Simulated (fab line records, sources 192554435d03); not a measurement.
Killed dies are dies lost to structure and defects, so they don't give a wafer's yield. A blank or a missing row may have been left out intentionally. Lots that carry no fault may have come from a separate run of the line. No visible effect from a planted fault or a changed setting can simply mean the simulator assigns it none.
fab line records + flow n5_finfet
[record]
- lots = 9
- wafers = 27
- last_day = 17
route steps=1938 shown FIN_SAQP@140 FIN_CUT@154 BEOL_M4@1111
lots untouched by any fault: they come from a run of this same line in which no faults occurred
start_h: start of the lot's first displayed wafer, in hours after the record's first day + wait_h: hours since the lot's step before + " the same as in the row above + L1.1+2: a single row standing in for several wafers + - either no value or no given start + * or withheld: withheld + < > ~ a bound
route shown NAME@n: NAME is a module with steps in the file, n the number in the route of the first one + usual: average and standard deviation across the fault-free wafers + same: alike in all rows + chamber/n: place in a boat + sites: each site's reading + _std_site: how widely they spread, as a standard deviation + _edge_site: mean of outer sites minus mean of inner sites + radius_mm: for every site, how far away it sits from the centre of the wafer + mask NAME#n: copy n + behind: tool/chamber where the wafer was last shaped + hold: what put the lot on hold/how long, in hours/how the hold closed + device: transistor that didn't switch, given as n, p or np + end of line: at the end of the route, the tests of the same wafers + step lacking rows: just its recipe + killed: not the wafer's yield, but the dies lost to structure and defects at the first sort + map: dies across one wafer; x = killed, . = not, _ = none there
set.NAME: the setting the step ran with; set.NAME@STEP: the setting that earlier step ran with + model.NAME: the simulator's own value behind a step, which no gauge read
the route's steps for a sample of lots (tables are steps, rows are wafers)
services: from which hour (start_h, from the record's first day; less than 0 if before it) a tool's chamber was out of use, for how many hours, and why
[[steps]]
[step N5_FIN_SAQP_MANDREL2_REMOVE_60]
[recipe]
- chemistry = HBr/Cl2/O2
- bt_time_s = 10
- target = a-Si
- stop_on = SiNx
- endpoint = OES-SiCl
- over_etch_frac = 1
- icp_w = 600
- bias_w = 22
- HBr_flow_sccm = 150
- Cl2_flow_sccm = 80
- O2_flow_sccm = 5
- pressure_mtorr = 10
[usual]
- drypump_motor_current_A = 5.6/0.39
- mfc_cl2_sccm = 79.97/0.25
- oes_o_777_au = 1.007/0.029
- oes_product_au = 0.999/0.012
- throttle_valve_pct = 36.8/0.32
| lot.wafer | tool      | chamber | start_h | wait_h | drypump_motor_current_A | mfc_cl2_sccm | oes_o_777_au | oes_product_au | rf_hours_counter_h | throttle_valve_pct |
|-----------|-----------|---------|---------|--------|-------------------------|--------------|--------------|----------------|--------------------|--------------------|
| L296.1    | rie_si-01 | 3       | 24.95   | 0.1    | 5.0                     | 79.87        | 1.049        | 1.004          | 77                 | 36.8               |
| L296.5    | "         | 1       | "       | "      | 5.3                     | 79.55        | 0.981        | 0.990          | -                  | 36.9               |
| L296.6    | "         | 2       | "       | "      | 5.7                     | 80.22        | 1.008        | 1.003          | -                  | 36.4               |
| L297.1    | rie_si-01 | 0       | 31.89   | 0.1    | 5.5                     | 79.99        | 1.029        | 1.026          | 127                | 36.8               |
| L297.2    | "         | 3       | "       | "      | 5.0                     | 79.87        | 1.042        | 1.010          | 77                 | 36.8               |
| L297.4    | "         | 2       | "       | "      | 5.7                     | 80.04        | 1.011        | 1.001          | 78                 | 36.4               |
| L299.1    | rie_si-03 | 2       | 43.46   | 0.1    | 5.8                     | 80.32        | 0.967        | 0.996          | 79                 | 37.0               |
| L299.2    | "         | 1       | "       | "      | 5.9                     | 79.95        | 1.031        | 0.997          | 19                 | 37.0               |
| L299.6    | "         | 3       | "       | "      | 5.5                     | 79.99        | 0.983        | 0.989          | -                  | 37.1               |
| L301.4    | rie_si-01 | 2       | 56.62   | 0.1    | 5.7                     | 79.80        | 1.005        | 1.006          | 78                 | 36.4               |
| L301.5    | "         | 2       | "       | "      | 5.7                     | 79.87        | 1.013        | 0.997          | -                  | 36.4               |
| L301.6    | "         | 3       | "       | "      | 5.0                     | 79.53        | 1.045        | 0.998          | -                  | 36.8               |
| L304.2    | rie_si-04 | 0       | 73.19   | 0.1    | 5.9                     | 80.21        | 0.983        | 1.008          | 100                | 36.6               |
| L304.3    | "         | 3       | "       | "      | 5.7                     | 79.94        | 1.032        | 0.994          | 85                 | 37.3               |
| L304.6    | "         | 0       | "       | "      | 5.9                     | 80.68        | 0.976        | 1.012          | -                  | 36.6               |
| L310.1    | rie_si-04 | 1       | 110.10  | 0.1    | 5.7                     | 79.45        | 1.047        | 0.997          | 91                 | 36.5               |
| L310.2    | "         | 0       | "       | "      | 5.9                     | 79.93        | 0.979        | 1.002          | 101                | 36.6               |
| L310.3    | "         | 2       | "       | "      | 6.2                     | 80.50        | 0.996        | 0.979          | 111                | 36.3               |
| L312.1    | rie_si-03 | 1       | 121.88  | 0.1    | 5.8                     | 80.10        | 1.033        | 0.986          | 21                 | 37.0               |
| L312.2    | "         | 3       | "       | "      | 5.5                     | 80.08        | 0.980        | 0.994          | 52                 | 37.1               |
| L312.5    | "         | 0       | "       | "      | 4.8                     | 80.32        | 1.017        | 1.021          | -                  | 37.0               |
| L317.2    | rie_si-04 | 1       | 152.61  | 0.1    | 5.7                     | 80.15        | 1.051        | 1.008          | 92                 | 36.5               |
| L317.3    | "         | 3       | "       | "      | 5.8                     | 79.58        | 1.034        | 1.000          | 86                 | 37.3               |
| L317.6    | "         | 2       | "       | "      | 6.2                     | 80.33        | 0.989        | 0.993          | -                  | 36.2               |
| L318.1    | rie_si-04 | 2       | 157.74  | 0.1    | 6.2                     | 80.23        | 0.996        | 0.987          | 112                | 36.3               |
| L318.3    | "         | 0       | "       | "      | 5.9                     | 80.07        | 0.981        | 1.012          | 102                | 36.6               |
| L318.5    | "         | 0       | "       | "      | 5.9                     | 80.39        | 0.985        | 1.004          | -                  | 36.6               |
[step N5_FIN_SAQP_STRIP_77]
[recipe]
- chemistry = N2/H2
- time_s = 90
- power_w = 100
- temp_c = 40
- pressure_mtorr = 100
- rf_frequency_hz = 6e+07
- bias_power_w = 3
- n2_flow_sccm = 300
- h2_flow_sccm = 300
[usual]
- drypump_motor_current_A = 5.5/0.41
- oes_product_au = 0.79/0.09
- rf_vpp_V = 45.4/0.86
- showerhead_plenum_p_Torr = 3.38/0.099
- temp_c = 40.01/0.11
- throttle_valve_pct = 12.32/0.21
| lot.wafer | tool        | chamber | start_h | wait_h | drypump_motor_current_A | oes_product_au | rf_hours_counter_h | rf_vpp_V | showerhead_plenum_p_Torr | temp_c | throttle_valve_pct |
|-----------|-------------|---------|---------|--------|-------------------------|----------------|--------------------|----------|--------------------------|--------|--------------------|
| L296.1    | rie_diel-01 | 2       | 25.36   | 0.0    | 5.6                     | 0.70           | 226                | 45.6     | 3.20                     | 40.12  | 12.15              |
| L296.5    | "           | 2       | "       | "      | 5.6                     | 0.69           | -                  | 44.4     | 3.20                     | 39.96  | 12.17              |
| L296.6    | "           | 1       | "       | "      | 6.1                     | 0.82           | -                  | 45.1     | 3.29                     | 39.89  | 12.24              |
| L297.1    | rie_diel-01 | 0       | 32.14   | 0.0    | 5.9                     | 0.70           | 216                | 45.3     | 3.48                     | 40.00  | 12.40              |
| L297.2    | "           | 3       | "       | "      | 6.2                     | 0.88           | 42                 | 45.9     | 3.58                     | 40.05  | 12.43              |
| L297.4    | "           | 2       | "       | "      | 5.6                     | 0.69           | 228                | 44.1     | 3.20                     | 39.91  | 12.17              |
| L299.1    | rie_diel-02 | 1       | 43.93   | 0.0    | 5.4                     | 0.69           | 227                | 46.3     | 3.32                     | 39.99  | 12.33              |
| L299.2    | "           | 3       | "       | "      | 4.9                     | 0.79           | 110                | 46.0     | 3.40                     | 40.02  | 12.19              |
| L299.6    | "           | 3       | "       | "      | 4.9                     | 0.78           | -                  | 45.4     | 3.40                     | 39.97  | 12.19              |
| L301.4    | rie_diel-02 | 0       | 56.87   | 0.0    | 5.6                     | 0.80           | 132                | 45.1     | 3.37                     | 40.08  | 12.29              |
| L301.5    | "           | 1       | "       | "      | 5.4                     | 0.69           | -                  | 44.2     | 3.32                     | 40.06  | 12.32              |
| L301.6    | "           | 0       | "       | "      | 5.6                     | 0.80           | -                  | 45.1     | 3.37                     | 39.92  | 12.28              |
| L304.2    | rie_diel-01 | 2       | 73.45   | 0.0    | 5.6                     | 0.68           | 243                | 44.7     | 3.19                     | 40.01  | 12.19              |
| L304.3    | "           | 0       | "       | "      | 6.0                     | 0.70           | 230                | 45.8     | 3.47                     | 39.96  | 12.44              |
| L304.6    | "           | 2       | "       | "      | 5.6                     | 0.67           | -                  | 44.6     | 3.19                     | 39.98  | 12.19              |
| L310.1    | rie_diel-01 | 3       | 110.40  | 0.0    | 6.3                     | 0.84           | 71                 | 45.1     | 3.56                     | 40.01  | 12.50              |
| L310.2    | "           | 0       | "       | "      | 5.9                     | 0.69           | 245                | 45.9     | 3.46                     | 40.09  | 12.48              |
| L310.3    | "           | 1       | "       | "      | 6.1                     | 0.79           | 89                 | 45.2     | 3.27                     | 39.91  | 12.31              |
| L312.1    | rie_diel-01 | 1       | 122.28  | 0.0    | 6.1                     | 0.80           | 93                 | 45.9     | 3.27                     | 39.87  | 12.33              |
| L312.2    | "           | 3       | "       | "      | 6.3                     | 0.85           | 74                 | 45.0     | 3.56                     | 40.07  | 12.50              |
| L312.5    | "           | 0       | "       | "      | 5.9                     | 0.68           | -                  | 46.6     | 3.46                     | 40.08  | 12.48              |
| L317.2    | rie_diel-04 | 3       | 152.86  | 0.0    | 5.4                     | 0.83           | 79                 | 45.6     | 3.42                     | 40.00  | 12.23              |
| L317.3    | "           | 0       | "       | "      | 5.5                     | 0.92           | 25                 | 45.6     | 3.44                     | 39.95  | 12.16              |
| L317.6    | "           | 3       | "       | "      | 5.4                     | 0.82           | -                  | 45.1     | 3.42                     | 39.83  | 12.21              |
| L318.1    | rie_diel-02 | 3       | 157.99  | 0.0    | 4.9                     | 0.75           | 153                | 46.9     | 3.38                     | 39.94  | 12.31              |
| L318.3    | "           | 2       | "       | "      | 5.0                     | 0.72           | 172                | 44.3     | 3.23                     | 40.09  | 12.50              |
| L318.5    | "           | 1       | "       | "      | 5.4                     | 0.94           | -                  | 45.9     | 3.31                     | 39.93  | 11.76              |
[step N5_FIN_SAQP_OCD_MEAS_76]
[usual]
- trench_depth_nm = 120.3/1.4
| lot.wafer | tool   | chamber | start_h | wait_h | trench_depth_nm |
|-----------|--------|---------|---------|--------|-----------------|
| L296.1    | ocd-01 | -       | 25.78   | 0.0    | 120.5           |
| L296.5    | "      | -       | "       | "      | 121.8           |
| L296.6    | "      | -       | "       | "      | 118.9           |
| L297.1    | ocd-01 | -       | 32.56   | 0.0    | 118.3           |
| L297.2    | "      | -       | "       | "      | 118.0           |
| L297.4    | "      | -       | "       | "      | 121.5           |
| L299.1    | ocd-02 | -       | 44.35   | 0.0    | 121.5           |
| L299.2    | "      | -       | "       | "      | 120.8           |
| L299.6    | "      | -       | "       | "      | 121.1           |
| L301.4    | ocd-02 | -       | 57.28   | 0.0    | 120.3           |
| L301.5    | "      | -       | "       | "      | 120.1           |
| L301.6    | "      | -       | "       | "      | 120.9           |
| L304.2    | ocd-01 | -       | 73.86   | 0.0    | 119.6           |
| L304.3    | "      | -       | "       | "      | 120.9           |
| L304.6    | "      | -       | "       | "      | 120.4           |
| L310.1    | ocd-01 | -       | 110.82  | 0.0    | 122.7           |
| L310.2    | "      | -       | "       | "      | 123.6           |
| L310.3    | "      | -       | "       | "      | 122.6           |
| L312.1    | ocd-02 | -       | 122.69  | 0.0    | 120.7           |
| L312.2    | "      | -       | "       | "      | 119.7           |
| L312.5    | "      | -       | "       | "      | 117.9           |
| L317.2    | ocd-01 | -       | 153.28  | 0.0    | 119.0           |
| L317.3    | "      | -       | "       | "      | 118.6           |
| L317.6    | "      | -       | "       | "      | 117.3           |
| L318.1    | ocd-01 | -       | 158.41  | 0.0    | 118.0           |
| L318.3    | "      | -       | "       | "      | 119.5           |
| L318.5    | "      | -       | "       | "      | 118.1           |
[step N5_FIN_CUT_COAT_18]
[recipe]
- resist = SOC
- temp_c = 250
- time_s = 60
- spin_rpm = 1500
- resist_thk_nm = 230
[usual]
- spin_speed_rpm = 1500.1/0.88
| lot.wafer | tool           | chamber | start_h | wait_h | spin_speed_rpm |
|-----------|----------------|---------|---------|--------|----------------|
| L296.1    | litho_track-01 | 0       | 25.84   | 0.0    | 1499.0         |
| L296.5    | "              | 0       | "       | "      | 1498.9         |
| L296.6    | "              | 0       | "       | "      | 1497.9         |
| L297.1    | litho_track-01 | 0       | 32.62   | 0.0    | 1501.3         |
| L297.2    | "              | 0       | "       | "      | 1500.3         |
| L297.4    | "              | 0       | "       | "      | 1500.1         |
| L299.1    | litho_track-03 | 0       | 44.41   | 0.0    | 1501.6         |
| L299.2    | "              | 0       | "       | "      | 1501.1         |
| L299.6    | "              | 0       | "       | "      | 1501.5         |
| L301.4    | litho_track-03 | 0       | 57.34   | 0.0    | 1499.3         |
| L301.5    | "              | 0       | "       | "      | 1499.2         |
| L301.6    | "              | 0       | "       | "      | 1499.7         |
| L304.2    | litho_track-03 | 0       | 73.92   | 0.0    | 1500.2         |
| L304.3    | "              | 0       | "       | "      | 1501.4         |
| L304.6    | "              | 0       | "       | "      | 1501.0         |
| L310.1    | litho_track-01 | 0       | 110.88  | 0.0    | 1356.6         |
| L310.2    | "              | 0       | "       | "      | 1358.0         |
| L310.3    | "              | 0       | "       | "      | 1357.1         |
| L312.1    | litho_track-01 | 0       | 122.76  | 0.0    | 1356.4         |
| L312.2    | "              | 0       | "       | "      | 1355.8         |
| L312.5    | "              | 0       | "       | "      | 1356.5         |
| L317.2    | litho_track-04 | 0       | 153.34  | 0.0    | 1501.4         |
| L317.3    | "              | 0       | "       | "      | 1501.3         |
| L317.6    | "              | 0       | "       | "      | 1499.5         |
| L318.1    | litho_track-04 | 0       | 158.47  | 0.0    | 1499.9         |
| L318.3    | "              | 0       | "       | "      | 1499.9         |
| L318.5    | "              | 0       | "       | "      | 1501.2         |
[step N5_BEOL_M4_RC_MEAS_101]
[usual]
- DIBL_N = 36.4/1.5
- DIBL_P = 36.4/1.6
- IOFF_N = 0.164/0.025
- IOFF_P = 0.214/0.028
- ION_N = 675/9.9
- ION_P = 463/6.5
- SS_N = 71.5/0.5
- SS_P = 73.3/0.56
- VT_N = 249.2/2.7
- VT_P = -250.1/2.8
| lot.wafer | tool      | chamber | start_h | wait_h | DIBL_N[mV/V] | DIBL_P[mV/V] | IOFF_N[nA/um] | IOFF_P[nA/um] | ION_N[uA/um] | ION_P[uA/um] | SS_N[mV/dec] | SS_P[mV/dec] | VT_N[mV] | VT_P[mV] |
|-----------|-----------|---------|---------|--------|--------------|--------------|---------------|---------------|--------------|--------------|--------------|--------------|----------|----------|
| L296.1    | prober-02 | 0       | 164.19  | 0.0    | 36.5         | 35.4         | 0.134         | 0.171         | 664          | 453          | 71.2         | 73.7         | 250.4    | -256.0   |
| L296.5    | "         | 0       | "       | "      | 37.0         | 36.7         | 0.155         | 0.186         | 688          | 458          | 70.7         | 73.7         | 248.1    | -253.7   |
| L296.6    | "         | 0       | "       | "      | 37.2         | 36.3         | 0.149         | 0.185         | 660          | 451          | 70.8         | 73.2         | 251.0    | -256.5   |
| L297.1    | prober-01 | 0       | 177.93  | 0.0    | 37.4         | 35.4         | 0.145         | 0.213         | 671          | 465          | 70.9         | 73.9         | 251.9    | -249.3   |
| L297.2    | "         | 0       | "       | "      | 38.5         | 37.0         | 0.171         | 0.250         | 678          | 470          | 71.7         | 74.0         | 249.3    | -245.5   |
| L297.4    | "         | 0       | "       | "      | 36.1         | 33.7         | 0.129         | 0.190         | 659          | 459          | 71.3         | 73.2         | 254.3    | -250.1   |
| L299.1    | prober-01 | 0       | 183.12  | 0.0    | 36.4         | 36.9         | 0.153         | 0.173         | 671          | 455          | 71.8         | 73.3         | 248.6    | -253.4   |
| L299.2    | "         | 0       | "       | "      | 34.1         | 34.1         | 0.111         | 0.145         | 657          | 440          | 70.8         | 72.7         | 256.2    | -257.7   |
| L299.6    | "         | 0       | "       | "      | 35.7         | 35.4         | 0.134         | 0.160         | 656          | 447          | 71.7         | 73.6         | 252.8    | -254.4   |
| L301.4    | prober-01 | 0       | 195.83  | 0.5    | 36.7         | 33.8         | 0.152         | 0.187         | 670          | 459          | 71.3         | 72.3         | 250.7    | -252.1   |
| L301.5    | "         | 0       | "       | "      | 38.0         | 35.8         | 0.176         | 0.214         | 691          | 470          | 71.4         | 74.1         | 247.4    | -250.6   |
| L301.6    | "         | 0       | "       | "      | 37.8         | 35.7         | 0.173         | 0.210         | 678          | 457          | 72.0         | 73.6         | 246.8    | -251.4   |
| L304.2    | prober-01 | 0       | 213.79  | 0.2    | 35.3         | 38.5         | 0.150         | 0.253         | 665          | 468          | 71.6         | 73.5         | 251.1    | -244.9   |
| L304.3    | "         | 0       | "       | "      | 35.9         | 37.9         | 0.158         | 0.246         | 671          | 469          | 71.8         | 74.0         | 251.9    | -246.6   |
| L304.6    | "         | 0       | "       | "      | 35.8         | 37.8         | 0.153         | 0.246         | 669          | 462          | 71.8         | 73.8         | 252.0    | -245.0   |
| L310.1    | prober-01 | 0       | 243.32  | 0.0    | 37.4         | 38.4         | 0.186         | 0.244         | 676          | 466          | 71.7         | 73.3         | 248.0    | -251.3   |
| L310.2    | "         | 0       | "       | "      | 37.2         | 38.6         | 0.181         | 0.239         | 677          | 464          | 71.7         | 73.4         | 249.7    | -250.6   |
| L310.3    | "         | 0       | "       | "      | 37.9         | 38.8         | 0.203         | 0.244         | 679          | 458          | 72.0         | 73.5         | 248.6    | -246.8   |
| L312.1    | prober-02 | 0       | 269.79  | 0.4    | 36.1         | 35.7         | 0.175         | 0.209         | 686          | 466          | 71.6         | 72.9         | 244.6    | -251.3   |
| L312.2    | "         | 0       | "       | "      | 34.7         | 34.1         | 0.146         | 0.191         | 675          | 464          | 71.5         | 72.1         | 250.2    | -250.9   |
| L312.5    | "         | 0       | "       | "      | 36.1         | 36.0         | 0.174         | 0.210         | 682          | 459          | 71.4         | 73.4         | 249.9    | -251.5   |
| L317.2    | prober-02 | 0       | 291.64  | 0.2    | 35.1         | 34.9         | 0.159         | 0.175         | 681          | 458          | 71.7         | 73.1         | 250.2    | -254.8   |
| L317.3    | "         | 0       | "       | "      | 34.7         | 34.4         | 0.146         | 0.169         | 674          | 457          | 71.1         | 73.1         | 249.3    | -252.5   |
| L317.6    | "         | 0       | "       | "      | 35.5         | 35.5         | 0.157         | 0.187         | 667          | 455          | 71.8         | 72.9         | 249.2    | -254.0   |
| L318.1    | prober-02 | 0       | 304.01  | 0.7    | 35.5         | 35.8         | 0.140         | 0.200         | 660          | 457          | 71.3         | 72.4         | 250.5    | -249.5   |
| L318.3    | "         | 0       | "       | "      | 36.0         | 36.8         | 0.158         | 0.221         | 670          | 465          | 72.0         | 73.2         | 249.4    | -250.0   |
| L318.5    | "         | 0       | "       | "      | 36.3         | 36.5         | 0.155         | 0.216         | 665          | 464          | 71.7         | 72.3         | 251.5    | -250.7   |
[[services]]
| tool           | chamber | start_h | hours | kind                          |
|----------------|---------|---------|-------|-------------------------------|
| rie_diel-01    | 1       | 3.43    | 7.0   | repair                        |
| rie_si-04      | 0       | 3.61    | 2.7   | repair                        |
| rie_diel-02    | 0       | 7.43    | 6.3   | repair                        |
| rie_si-04      | 1       | 18.77   | 4.2   | repair                        |
| rie_si-04      | 3       | 32.80   | 10.1  | repair                        |
| litho_track-01 | -       | 39.62   | -     | consumable_replace:filter     |
| rie_si-04      | 2       | 45.95   | 10.4  | repair                        |
| rie_diel-02    | 1       | 60.43   | 7.0   | repair                        |
| rie_diel-01    | 1       | 63.32   | 3.7   | repair                        |
| rie_diel-01    | 2       | 95.82   | -     | clean                         |
| rie_diel-01    | 2       | 95.82   | -     | consumable_replace:focus_ring |
| rie_diel-01    | 2       | 95.82   | -     | consumable_replace:showerhead |
| rie_diel-01    | 2       | 95.82   | 15.9  | scheduled_down                |
| rie_diel-01    | 2       | 95.82   | 15.9  | vent_cycle                    |
| rie_diel-01    | 1       | 105.60  | 1.4   | repair                        |
| rie_si-04      | 1       | 113.97  | 6.7   | repair                        |
| rie_diel-04    | 1       | 120.61  | 9.8   | repair                        |
| rie_diel-01    | 0       | 125.47  | -     | clean                         |
| rie_diel-01    | 0       | 125.47  | -     | consumable_replace:focus_ring |
| rie_diel-01    | 0       | 125.47  | 24.0  | scheduled_down                |
| rie_diel-01    | 0       | 125.47  | 24.0  | vent_cycle                    |
| rie_si-01      | 1       | 133.17  | 12.9  | repair                        |
| rie_si-04      | 0       | 135.36  | 5.1   | repair                        |
| rie_si-01      | -       | 149.98  | 0.4   | repair                        |
[[key]]
[first_sign]
- step = N5_FIN_CUT_COAT_18
- reading = spin_speed_rpm
- direction = down
- sigmas = 99+
- usual = *
- struck = *
effect none on later readings
met_at N5_FIN_CUT_COAT_18
struck_lots L310,L312
not_acting_at N5_FIN_SAQP_MANDREL2_REMOVE_60,N5_FIN_SAQP_STRIP_77,N5_FIN_SAQP_OCD_MEAS_76
onset_between 32.62 110.88
[fault]
- kind = process_parameter_drift
- tool = litho_track-01
- chamber = -
- onset_h = 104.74
- steps = N5_FIN_CUT_COAT_18
- channel = spin_rpm
- offset = *
- shape = step
- end_h = 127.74
- acts_in = *
- stated = *
